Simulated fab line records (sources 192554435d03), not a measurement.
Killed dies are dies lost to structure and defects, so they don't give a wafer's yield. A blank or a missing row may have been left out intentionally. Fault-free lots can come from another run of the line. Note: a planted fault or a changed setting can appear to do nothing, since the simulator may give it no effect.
fab line records	flow n5Finfet	part 1 of 2: steps 1 to 23 of 32
record lots=5	wafers=15	lastDay=17
route steps=1938 shown BEOL_M13@1676
lots that met no fault: from a run of the same line without faults
startH: hours from the record's opening day to when the first of the lot's shown wafers began	waitH: hours since the lot's step before	" unchanged from the row above	L1.1+2: a single row standing in for several wafers	- no value, or no start given	* or withheld: withheld	< > ~ a bound
route shown NAME@n: a module of which the file shows steps, and the number in the route of the first	usual: mean/standard deviation taken from wafers without a fault	same: alike in all rows	chamber/n: place in a boat	sites: per-site readings	_std_site: how widely they spread, as a standard deviation	_edge_site: mean of outer sites minus mean of inner sites	radiusMm: for every site, how far away it sits from the centre of the wafer	mask NAME#n: copy n	behind: the last tool/chamber to shape the wafer	hold: cause of the lot's hold/its duration in hours/its outcome	device: names the non-switching transistor (n, p or np)	end of line: tests run on the same wafers once the route is complete	for a step that has no rows: nothing shown but its recipe	killed: the dies lost at the first sort to structure and to defects; this is not the yield of the wafer	map: a wafer's dies, marking killed ones x, the rest . and places with no die _
set.NAME: the run value of the setting; set.NAME@STEP: its run value at that earlier step	model.NAME: the simulator's own value behind a step, which no gauge read
certain route steps with their lots: each step a table, each wafer a row
services: from which hour (startH, from the record's first day; less than 0 if before it) a tool's chamber was out of use, for how many hours, and why
## steps
# step N5_BEOL_M13_STRIP_64
# recipe chemistry=N2/H2	powerW=1000	tempC=250	h2Frac=0.65	overashFraction=0.3	pressureMtorr=withheld	n2FlowSccm=1750	h2FlowSccm=3250
# usual drypumpMotorCurrentA=5.5/0.33	h2FlowSccm=3250/11	heaterPowerW=336/28	oesProductAu=0.715/0.0043	stripTimeToEndpointS=31.32/0.056
lot.wafer	tool	chamber	startH	waitH	drypumpMotorCurrentA	h2FlowSccm	heaterPowerW	oesProductAu	rfHoursCounterH	stripTimeToEndpointS
L074.2	plasmaAsher-02	0	238.80	0.0	4.9	3242	365	0.704	124	31.36
L074.3	"	1	"	"	5.2	3258	389	0.713	-	31.39
L074.4	"	0	"	"	4.9	3260	371	0.703	-	31.38
L077.2	plasmaAsher-01	0	255.30	0.0	5.7	3220	331	0.718	70	31.24
L077.3	"	0	"	"	5.7	3246	330	0.718	-	31.33
L077.6	"	0	"	"	5.7	3243	339	0.711	-	31.28
L083.4	plasmaAsher-01	1	292.57	0.0	5.6	3244	310	0.713	-	31.37
L083.5	"	0	"	"	5.7	3243	341	0.720	-	31.28
L083.6	"	1	"	"	5.7	3248	308	0.717	-	31.30
L090.1	plasmaAsher-02	0	337.74	0.0	4.8	3258	358	0.716	143	31.29
L090.3	"	1	"	"	5.2	3259	377	0.710	-	31.26
L090.4	"	0	"	"	4.8	3274	367	0.717	-	31.35
L095.2	plasmaAsher-01	1	386.40	0.0	5.7	3242	316	0.706	97	31.31
L095.3	"	1	"	"	5.7	3226	307	0.707	-	31.27
L095.5	"	1	"	"	5.7	3249	306	0.716	-	31.34
# step N5_BEOL_M13_STRIP_71
# recipe chemistry=postEtchResidueRemover	timeS=60	tempC=25	removerPh=withheld	removerWaterWtPct=withheld	removerFluorideWtPct=withheld
lot.wafer	tool	chamber	startH	waitH
L074.2+3+4	wetBench-04	7,0,3	238.89	0.1
L077.2+3+6	wetBench-03	5,0,3	255.39	0.1
L083.4+5+6	wetBench-02	2,5,6	292.64	0.0
L090.1+3+4	wetBench-03	0,7,3	337.83	0.1
L095.2+3+5	wetBench-02	7,5,6	386.49	0.1
# step N5_BEOL_M13_SRD_72
# recipe timeS=30	tempC=23	rinseLiquid=diw	dry=n2Spin	spinRpm=1500	dryTimeS=30
lot.wafer	tool	chamber	startH	waitH
L074.2+3+4	wetBench-04	7,0,3	238.91	0.0
L077.2+3+6	wetBench-03	5,0,3	255.41	0.0
L083.4+5+6	wetBench-02	2,5,6	292.66	0.0
L090.1+3+4	wetBench-03	0,7,3	337.85	0.0
L095.2+3+5	wetBench-02	7,5,6	386.51	0.0
# step N5_BEOL_M13_CD_MEAS_17
# recipe targetCdNm=190	polarity=opening
# usual cdNm=190.5/2.3
lot.wafer	tool	chamber	startH	waitH	cdNm
L074.2	cdSem-03	-	238.96	0.0	192.3
L074.3	"	-	"	"	194.3
L074.4	"	-	"	"	193.0
L077.2	cdSem-03	-	255.45	0.0	188.3
L077.3	"	-	"	"	188.3
L077.6	"	-	"	"	187.8
L083.4	cdSem-02	-	292.71	0.0	192.6
L083.5	"	-	"	"	190.4
L083.6	"	-	"	"	191.2
L090.1	cdSem-03	-	337.89	0.0	190.5
L090.3	"	-	"	"	191.2
L090.4	"	-	"	"	192.1
L095.2	cdSem-01	-	386.55	0.0	189.5
L095.3	"	-	"	"	190.3
L095.5	"	-	"	"	187.2
# step N5_BEOL_M13_COAT_65
# recipe resist=SOC	tempC=250	timeS=60	spinRpm=1500	resistThkNm=350
# usual spinSpeedRpm=1500.0/0.94
lot.wafer	tool	chamber	startH	waitH	spinSpeedRpm
L074.2	lithoTrack-04	0	238.99	0.0	1500.7
L074.3	"	0	"	"	1499.1
L074.4	"	0	"	"	1498.9
L077.2	lithoTrack-01	0	255.49	0.0	1501.6
L077.3	"	0	"	"	1500.3
L077.6	"	0	"	"	1500.4
L083.4	lithoTrack-01	0	292.74	0.0	1499.2
L083.5	"	0	"	"	1499.4
L083.6	"	0	"	"	1500.1
L090.1	lithoTrack-04	0	337.92	0.0	1499.6
L090.3	"	0	"	"	1499.9
L090.4	"	0	"	"	1500.3
L095.2	lithoTrack-04	0	386.59	0.0	1500.2
L095.3	"	0	"	"	1500.2
L095.5	"	0	"	"	1499.6
# step N5_BEOL_M13_COAT_66
# recipe resist=SiARC	tempC=220	timeS=60	spinRpm=1500	resistThkNm=110
# usual spinSpeedRpm=1499.7/0.91
lot.wafer	tool	chamber	startH	waitH	spinSpeedRpm
L074.2	lithoTrack-04	0	-	-	1499.2
L074.3	"	0	"	"	1499.0
L074.4	"	0	"	"	1499.1
L077.2	lithoTrack-01	0	-	-	1497.9
L077.3	"	0	"	"	1497.9
L077.6	"	0	"	"	1499.3
L083.4	lithoTrack-01	0	-	-	1501.0
L083.5	"	0	"	"	1498.9
L083.6	"	0	"	"	1500.3
L090.1	lithoTrack-04	0	-	-	1501.4
L090.3	"	0	"	"	1500.2
L090.4	"	0	"	"	1499.3
L095.2	lithoTrack-04	0	-	-	1499.7
L095.3	"	0	"	"	1499.4
L095.5	"	0	"	"	1499.4
# step N5_BEOL_M13_COAT_22
# recipe spinRpm=2888	resistThkNm=300
# usual spinSpeedRpm=2887.9/1.8
lot.wafer	tool	chamber	startH	waitH	spinSpeedRpm
L074.2	lithoTrack-04	0	-	-	2889.3
L074.3	"	0	"	"	2887.6
L074.4	"	0	"	"	2890.8
L077.2	lithoTrack-01	0	-	-	2890.6
L077.3	"	0	"	"	2886.4
L077.6	"	0	"	"	2886.0
L083.4	lithoTrack-01	0	-	-	2890.1
L083.5	"	0	"	"	2889.7
L083.6	"	0	"	"	2892.0
L090.1	lithoTrack-04	0	-	-	2889.4
L090.3	"	0	"	"	2890.7
L090.4	"	0	"	"	2889.9
L095.2	lithoTrack-04	0	-	-	2885.4
L095.3	"	0	"	"	2886.0
L095.5	"	0	"	"	2889.2
# step N5_BEOL_M13_EBR_24
# recipe solvent=PGMEA	ebrWidthMm=1.5
lot.wafer	tool	chamber	startH	waitH
L074.2+3+4	lithoTrack-04	0	-	-
L077.2+3+6	lithoTrack-01	0	-	-
L083.4+5+6	lithoTrack-01	0	-	-
L090.1+3+4	lithoTrack-04	0	-	-
L095.2+3+5	lithoTrack-04	0	-	-
# step N5_BEOL_M13_SOFTBAKE_23
# recipe tempC=130	timeS=60
lot.wafer	tool	chamber	startH	waitH
L074.2+3+4	lithoTrack-04	0	-	-
L077.2+3+6	lithoTrack-01	0	-	-
L083.4+5+6	lithoTrack-01	0	-	-
L090.1+3+4	lithoTrack-04	0	-	-
L095.2+3+5	lithoTrack-04	0	-	-
# step N5_BEOL_M13_EXPOSE_25
# recipe maskId=M13	na=0.93	sourceShape=conventional	sigmaOuter=0.4	polarization=unpolarized	targetCdNm=210	doseMj=22
lot.wafer	tool	chamber	startH	waitH	mask
L074.2+3+4	krfScanner-02	0	239.11	-	M13#0
L077.2+3+6	krfScanner-01	0	255.74	-	M13#0
L083.4+5+6	krfScanner-01	0	293.00	-	M13#0
L090.1+3+4	krfScanner-01	0	338.17	-	M13#0
L095.2+3+5	krfScanner-02	0	386.71	-	M13#0
# step N5_BEOL_M13_PEB_26
# recipe pebTempC=130	pebTimeS=90
# same pebTimeS=90
lot.wafer	tool	chamber	startH	waitH
L074.2+3+4	lithoTrack-05	0	239.17	0.0
L077.2+3+6	lithoTrack-04	0	255.79	0.0
L083.4+5+6	lithoTrack-01	0	293.04	0.0
L090.1+3+4	lithoTrack-05	0	338.22	0.1
L095.2+3+5	lithoTrack-04	0	386.76	0.0
# step N5_BEOL_M13_DEVELOP_27
# recipe developTimeS=45	rinseLiquid=diw	dry=airSpin	devTempC=21
lot.wafer	tool	chamber	startH	waitH
L074.2+3+4	lithoTrack-05	0	-	-
L077.2+3+6	lithoTrack-04	0	-	-
L083.4+5+6	lithoTrack-01	0	-	-
L090.1+3+4	lithoTrack-05	0	-	-
L095.2+3+5	lithoTrack-04	0	-	-
# step N5_BEOL_M13_HARDBAKE_32
# recipe tempC=130	timeS=120
lot.wafer	tool	chamber	startH	waitH
L074.2+3+4	lithoTrack-05	0	-	-
L077.2+3+6	lithoTrack-04	0	-	-
L083.4+5+6	lithoTrack-01	0	-	-
L090.1+3+4	lithoTrack-05	0	-	-
L095.2+3+5	lithoTrack-04	0	-	-
# step N5_BEOL_M13_CD_MEAS_28
# recipe targetCdNm=209.5	landingEnergyEv=500	detector=seInlens
# usual cdNm=209.0/1.5
lot.wafer	tool	chamber	startH	waitH	cdNm
L074.2	cdSem-03	0	239.28	-	209.3
L074.3	"	0	"	"	209.5
L074.4	"	0	"	"	209.3
L077.2	cdSem-02	0	255.90	-	207.6
L077.3	"	0	"	"	207.2
L077.6	"	0	"	"	207.6
L083.4	cdSem-01	0	293.16	-	205.4
L083.5	"	0	"	"	206.1
L083.6	"	0	"	"	207.2
L090.1	cdSem-01	0	338.34	-	209.6
L090.3	"	0	"	"	208.0
L090.4	"	0	"	"	211.0
L095.2	cdSem-01	0	386.88	-	212.0
L095.3	"	0	"	"	209.2
L095.5	"	0	"	"	210.9
# step N5_BEOL_M13_OVL_MEAS_29
# recipe pointsPerWafer=44
# usual M13_OVL=-2/5.4
lot.wafer	tool	chamber	startH	waitH	M13_OVL[nm]
L074.2	overlay-01	0	239.31	0.0	1
L074.3	"	0	"	"	1
L074.4	"	0	"	"	2
L077.2	overlay-01	0	255.93	0.0	1
L077.3	"	0	"	"	-6
L077.6	"	0	"	"	1
L083.4	overlay-01	0	293.18	0.0	-9
L083.5	"	0	"	"	1
L083.6	"	0	"	"	-8
L090.1	overlay-02	0	338.37	0.0	-11
L090.3	"	0	"	"	-5
L090.4	"	0	"	"	2
L095.2	overlay-01	0	386.91	0.0	4
L095.3	"	0	"	"	9
L095.5	"	0	"	"	6
# step N5_BEOL_M13_INSPECT_30
# recipe mode=adi	inspectInstrument=macro
# usual rawDefectCount=2.1/1.4
lot.wafer	tool	chamber	startH	waitH	rawDefectCount
L074.2	defectInspect-02	-	239.33	0.0	2
L074.3	"	-	"	"	1
L074.4	"	-	"	"	2
L077.2	defectInspect-01	-	255.96	0.0	4
L077.3	"	-	"	"	2
L077.6	"	-	"	"	0
L083.4	defectInspect-01	-	293.21	0.0	3
L083.5	"	-	"	"	1
L083.6	"	-	"	"	1
L090.1	defectInspect-01	-	338.39	0.0	2
L090.3	"	-	"	"	2
L090.4	"	-	"	"	2
L095.2	defectInspect-01	-	386.93	0.0	0
L095.3	"	-	"	"	2
L095.5	"	-	"	"	2
# step N5_BEOL_M13_DESCUM_33
# recipe chemistry=O2	timeS=7.9	sourcePowerW=50	biasPowerW=20	pressureMtorr=20	rfFrequencyHz=2.712e+07	tempC=40	o2FlowSccm=225
# usual chamberPressureMTorr=20.000/0.018	drypumpMotorCurrentA=5.5/0.39	oesProductAu=0.81/0.093	rfVppV=243.1/1.4	showerheadPlenumPTorr=2.09/0.072	throttleValvePct=20.52/0.22
lot.wafer	tool	chamber	startH	waitH	chamberPressureMTorr	drypumpMotorCurrentA	oesProductAu	rfHoursCounterH	rfVppV	showerheadPlenumPTorr	throttleValvePct
L074.2	rieDiel-02	2	239.37	0.0	19.974	5.8	0.91	30	242.4	2.06	20.17
L074.3	"	1	"	"	19.993	6.0	0.71	220	242.5	2.10	20.77
L074.4	"	2	"	"	19.975	5.8	0.91	-	243.6	2.06	20.16
L077.2	rieDiel-02	0	256.05	0.1	20.005	4.8	1.01	1	242.6	2.07	20.44
L077.3	"	3	"	"	20.031	5.7	0.84	64	245.9	2.23	20.79
L077.6	"	3	"	"	19.999	5.7	0.85	-	244.3	2.23	20.79
L083.4	rieDiel-02	3	293.68	0.5	19.990	5.7	0.84	75	243.7	2.23	20.80
L083.5	"	0	"	"	19.997	4.8	0.96	-	242.1	2.07	20.47
L083.6	"	1	"	"	20.004	6.0	0.70	-	245.0	2.09	20.81
L090.1	rieDiel-04	1	338.43	0.0	19.989	5.0	0.90	20	242.7	2.04	20.26
L090.3	"	0	"	"	20.033	5.6	0.79	96	242.2	2.06	20.60
L090.4	"	3	"	"	20.012	5.4	0.69	242	244.2	2.17	20.67
L095.2	rieDiel-02	0	387.04	0.1	19.984	4.8	0.89	41	242.6	2.06	20.49
L095.3	"	1	"	"	20.017	6.0	0.96	8	242.4	2.09	20.55
L095.5	"	1	"	"	19.998	6.0	0.97	-	243.2	2.09	20.54
# step N5_BEOL_M13_ETCH_67
# recipe chemistry=CF4	target=SiARC	targetDepthA=1430	timeS=238.3	ionEnergyEv=80	pressureMtorr=40	sourceW=545	biasW=36	Ar_flow_sccm=100	cf4FlowSccm=100	ends=cleared
# usual chamberPressureMTorr=40.00/0.045	drypumpMotorCurrentA=5.5/0.4	etchRfOnTimeS=238/6.8	oesProductAu=0.69/0.079	rfVppV=183.9/1.2	showerheadPlenumPTorr=2.13/0.065	throttleValvePct=15.63/0.21
lot.wafer	tool	chamber	startH	waitH	chamberPressureMTorr	drypumpMotorCurrentA	etchRfOnTimeS	oesProductAu	rfHoursCounterH	rfVppV	showerheadPlenumPTorr	throttleValvePct
L074.2	rieDiel-02	2	239.40	0.0	39.97	5.8	231	0.78	30	182.3	2.10	15.20
L074.3	"	1	"	"	39.94	6.0	243	0.59	220	182.9	2.12	15.85
L074.4	"	2	"	"	39.95	5.8	231	0.78	-	184.1	2.10	15.20
L077.2	rieDiel-02	0	256.09	0.0	39.94	4.8	231	0.86	1	184.8	2.13	15.56
L077.3	"	3	"	"	39.94	5.7	238	0.73	64	188.1	2.25	15.80
L077.6	"	3	"	"	39.95	5.7	235	0.73	-	183.8	2.25	15.78
L083.4	rieDiel-02	3	293.71	0.0	40.07	5.7	234	0.73	75	183.8	2.24	15.82
L083.5	"	0	"	"	39.96	4.7	228	0.82	-	183.5	2.13	15.57
L083.6	"	1	"	"	40.05	5.9	240	0.58	-	183.1	2.12	15.89
L090.1	rieDiel-04	1	338.46	0.0	40.03	5.0	249	0.76	20	183.3	2.09	15.40
L090.3	"	0	"	"	39.97	5.7	249	0.68	96	182.5	2.09	15.61
L090.4	"	3	"	"	39.98	5.4	233	0.59	242	185.9	2.20	15.87
L095.2	rieDiel-02	0	387.08	0.0	39.96	4.8	233	0.75	41	184.6	2.12	15.63
L095.3	"	1	"	"	40.02	6.0	234	0.81	8	182.8	2.11	15.46
L095.5	"	1	"	"	39.92	6.0	238	0.80	-	183.7	2.11	15.47
# step N5_BEOL_M13_ETCH_68
# recipe chemistry=N2/H2	target=SOC	maskMaterial=SiARC	sourceW=3000	biasW=350	tempC=40	timeS=355	ionEnergyEv=200	pressureMtorr=30	n2FlowSccm=200	h2FlowSccm=200
# usual chamberPressureMTorr=30.003/0.025	drypumpMotorCurrentA=5.5/0.4	h2FlowSccm=200.0/0.6	oesProductAu=0.81/0.092	rfVppV=523.6/2.6	showerheadPlenumPTorr=2.53/0.096	throttleValvePct=17.81/0.24
lot.wafer	tool	chamber	startH	waitH	chamberPressureMTorr	drypumpMotorCurrentA	h2FlowSccm	oesProductAu	rfHoursCounterH	rfVppV	showerheadPlenumPTorr	throttleValvePct
L074.2	rieDiel-02	2	239.55	0.1	30.007	5.8	200.5	0.90	30	523.1	2.47	17.34
L074.3	"	1	"	"	29.991	5.9	199.6	0.70	220	524.0	2.49	17.87
L074.4	"	2	"	"	30.017	5.8	200.0	0.90	-	522.2	2.47	17.34
L077.2	rieDiel-02	0	256.23	0.1	30.036	4.8	200.0	1.00	1	521.4	2.52	17.83
L077.3	"	3	"	"	30.017	5.7	200.0	0.86	65	527.7	2.70	18.19
L077.6	"	3	"	"	29.961	5.7	198.7	0.85	-	526.9	2.70	18.19
L083.4	rieDiel-02	3	293.86	0.1	29.983	5.7	199.7	0.85	75	526.7	2.69	18.21
L083.5	"	0	"	"	30.023	4.8	199.7	0.97	-	523.7	2.51	17.85
L083.6	"	1	"	"	29.975	6.0	200.3	0.69	-	521.6	2.48	17.89
L090.1	rieDiel-04	1	338.61	0.1	30.001	5.0	199.5	0.89	20	522.3	2.49	17.59
L090.3	"	0	"	"	29.985	5.6	199.3	0.80	96	522.2	2.46	17.78
L090.4	"	3	"	"	30.029	5.4	200.2	0.68	242	524.2	2.62	17.95
L095.2	rieDiel-02	0	387.22	0.1	30.015	4.8	199.8	0.89	41	523.5	2.50	17.90
L095.3	"	1	"	"	29.999	6.0	201.0	0.96	8	524.6	2.48	17.53
L095.5	"	1	"	"	29.978	6.0	200.3	0.96	-	522.3	2.48	17.53
# step N5_BEOL_M13_STRIP_69
# recipe chemistry=N2/H2	tempC=40	n2FlowSccm=200	h2FlowSccm=200	rfFrequencyHz=6e+07
lot.wafer	tool	chamber	startH	waitH
L074.2+3+4	rieDiel-02	2,1,2	239.76	0.1
L077.2+3+6	rieDiel-02	0,3,3	256.44	0.1
L083.4+5+6	rieDiel-02	3,0,1	294.07	0.1
L090.1+3+4	rieDiel-04	1,0,3	338.82	0.1
L095.2+3+5	rieDiel-02	0,1,1	387.43	0.1
# step N5_BEOL_M13_TRENCH_ETCH_34
# recipe chemistry=C4F8/O2/Ar	target=SiOC	targetDepthA=4134.7	maskMaterial=SOC	pressureMtorr=30	sourceW=3000	biasW=700	Ar_flow_sccm=400	C4F8_flow_sccm=15	O2_flow_sccm=8	heInnerTorr=15	heOuterTorr=30	timeS=162.6	ionEnergyEv=250
# usual chamberPressureMTorr=30.002/0.027	drypumpMotorCurrentA=5.5/0.39	oesProductAu=0.81/0.09	rfVppV=665/3.2	showerheadPlenumPTorr=3.40/0.1	throttleValvePct=24.21/0.17
lot.wafer	tool	chamber	startH	waitH	chamberPressureMTorr	drypumpMotorCurrentA	oesProductAu	rfHoursCounterH	rfVppV	showerheadPlenumPTorr	throttleValvePct
L074.2	rieDiel-02	2	239.77	0.0	30.014	5.8	0.89	30	665	3.37	24.01
L074.3	"	1	"	"	29.932	6.0	0.69	220	664	3.36	24.25
L074.4	"	2	"	"	29.989	5.8	0.89	-	663	3.37	24.01
L077.2	rieDiel-02	0	256.45	0.0	29.981	4.8	1.00	1	665	3.41	24.39
L077.3	"	3	"	"	30.023	5.7	0.86	65	670	3.56	24.31
L077.6	"	3	"	"	29.985	5.7	0.86	-	670	3.56	24.31
L083.4	rieDiel-02	3	294.08	0.0	30.046	5.7	0.85	75	671	3.55	24.31
L083.5	"	0	"	"	30.003	4.8	0.94	-	665	3.40	24.39
L083.6	"	1	"	"	29.986	6.0	0.69	-	664	3.35	24.28
L090.1	rieDiel-04	1	338.83	0.0	30.017	5.0	0.91	20	663	3.34	24.05
L090.3	"	0	"	"	29.965	5.6	0.81	96	663	3.34	24.25
L090.4	"	3	"	"	30.032	5.4	0.70	242	667	3.51	24.32
L095.2	rieDiel-02	0	387.44	0.0	30.019	4.8	0.88	41	664	3.39	24.44
L095.3	"	1	"	"	30.013	6.0	0.95	8	663	3.34	24.05
L095.5	"	1	"	"	30.028	6.0	0.97	-	663	3.34	24.05
# step N5_BEOL_M13_STRIP_70
# recipe chemistry=C4F8/O2/Ar	resist=SiARC	rfFrequencyHz=6e+07
lot.wafer	tool	chamber	startH	waitH
L074.2+3+4	rieDiel-02	2,1,2	239.91	0.1
L077.2+3+6	rieDiel-02	0,3,3	256.59	0.1
L083.4+5+6	rieDiel-02	3,0,1	294.22	0.1
L090.1+3+4	rieDiel-04	1,0,3	338.96	0.1
L095.2+3+5	rieDiel-02	0,1,1	387.58	0.1
# step N5_BEOL_M13_OCD_MEAS_35
# usual trenchDepthNm=412/7.7
lot.wafer	tool	chamber	startH	waitH	trenchDepthNm
L074.2	ocd-02	-	239.95	0.0	406
L074.3	"	-	"	"	412
L074.4	"	-	"	"	408
L077.2	ocd-01	-	256.63	0.0	425
L077.3	"	-	"	"	417
L077.6	"	-	"	"	416
L083.4	ocd-01	-	294.26	0.0	418
L083.5	"	-	"	"	426
L083.6	"	-	"	"	416
L090.1	ocd-01	-	339.00	0.0	413
L090.3	"	-	"	"	410
L090.4	"	-	"	"	415
L095.2	ocd-01	-	387.62	0.0	419
L095.3	"	-	"	"	423
L095.5	"	-	"	"	424
